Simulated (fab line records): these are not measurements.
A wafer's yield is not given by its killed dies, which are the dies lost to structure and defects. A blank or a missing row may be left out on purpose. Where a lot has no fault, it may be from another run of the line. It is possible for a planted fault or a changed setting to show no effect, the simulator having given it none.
Which tool did it? | flow nand_harc | 14 lots, 42 wafers sampled, at 2 steps of a route of 1159

== WHAT EACH GAUGE READ, for each wafer ==
NHARC_A_SLIT_INSPECT_11. Usual: 21 for raw_defect_count, sd 10.
lot  | measured     | on                | raw_defect_count | flag
L303 | day 14 18:29 | defect_inspect-01 | 8 5 10           |
L304 | day 16 02:17 | defect_inspect-01 | 4 10 9           |
L306 | day 16 05:59 | defect_inspect-01 | 22 15 6          |
L308 | day 16 18:13 | defect_inspect-02 | 11 7 9           |
L309 | day 16 23:08 | defect_inspect-01 | 27 29 35         |
L310 | day 16 23:18 | defect_inspect-02 | 13 14 10         |
L318 | day 18 16:01 | defect_inspect-01 | 31 24 29         |
L312 | day 18 15:52 | defect_inspect-02 | 32 27 35         |
L319 | day 19 15:08 | defect_inspect-02 | 15 13 10         |
L321 | day 20 02:48 | defect_inspect-01 | 16 8 10          |
L320 | day 20 03:04 | defect_inspect-02 | 15 16 16         |
L322 | day 20 04:38 | defect_inspect-01 | 21 25 22         |
L323 | day 20 13:38 | defect_inspect-02 | 17 12 6          |
L324 | day 20 13:29 | defect_inspect-02 | 9 10 14          |

== WHAT TOOL EACH LOT RAN ON (gives the tool, then ch and the chambers of the sampled wafers, and finally the start) ==
lot  | NHARC_A_SLIT_DEP_00
L303 | acl_dep-03 ch 0, day 14 15:40
L304 | acl_dep-01 ch 0, day 15 23:28
L306 | acl_dep-03 ch 0, day 16 03:19
L308 | acl_dep-01 ch 0, day 16 15:46
L309 | acl_dep-01 ch 0, day 16 20:41
L310 | acl_dep-02 ch 0, day 16 20:46
L318 | acl_dep-01 ch 0, day 18 13:18
L312 | acl_dep-03 ch 0, day 18 13:31
L319 | acl_dep-02 ch 0, day 19 12:40
L321 | acl_dep-02 ch 0, day 19 23:55
L320 | acl_dep-01 ch 0, day 20 00:49
L322 | acl_dep-02 ch 0, day 20 01:52
L323 | acl_dep-02 ch 0, day 20 10:41
L324 | acl_dep-01 ch 0, day 20 10:59
- NHARC_A_SLIT_DEP_00: deposits aC, target thk 3200 nm.

== WHAT THE TOOLS THEMSELVES READ (means of the sampled wafers that have a number; where no wafer has one, the mark that the record gives instead) ==
NHARC_A_SLIT_DEP_00. Usual: 35.000 % for throttle_valve_pct, sd 0.0093.
lot  | tool       | throttle_valve_pct (%) | flag
L303 | acl_dep-03 | 34.998                 |
L304 | acl_dep-01 | 35.006                 |
L306 | acl_dep-03 | 35.000                 |
L308 | acl_dep-01 | 35.016                 |
L309 | acl_dep-01 | 34.998                 |
L310 | acl_dep-02 | 35.007                 |
L318 | acl_dep-01 | 34.992                 |
L312 | acl_dep-03 | 35.003                 |
L319 | acl_dep-02 | 35.002                 |
L321 | acl_dep-02 | 35.005                 |
L320 | acl_dep-01 | 35.005                 |
L322 | acl_dep-02 | 34.993                 |
L323 | acl_dep-02 | 34.999                 |
L324 | acl_dep-01 | 34.997                 |

== THE ANSWER, worked out from the rows above alone ==
Rule: lot off if the mean of its wafers having a number is beyond 3 standard deviations from the usual mean. Also off: a lot with no number at a reading for which 4 or more lots have one. Any other lot the step has rows for is counted as sound. The gauges are gone through in route order, then the tools' own readings, and for those a lot's mean is taken as printed above. The first step at which some lot is off is used, and at that step the reading that is off furthest; a lot without a number counts as furthest.
None of the lots is off at any reading shown; this tells nothing.

== WHAT HAD BEEN PUT IN BY THE SIMULATOR ==
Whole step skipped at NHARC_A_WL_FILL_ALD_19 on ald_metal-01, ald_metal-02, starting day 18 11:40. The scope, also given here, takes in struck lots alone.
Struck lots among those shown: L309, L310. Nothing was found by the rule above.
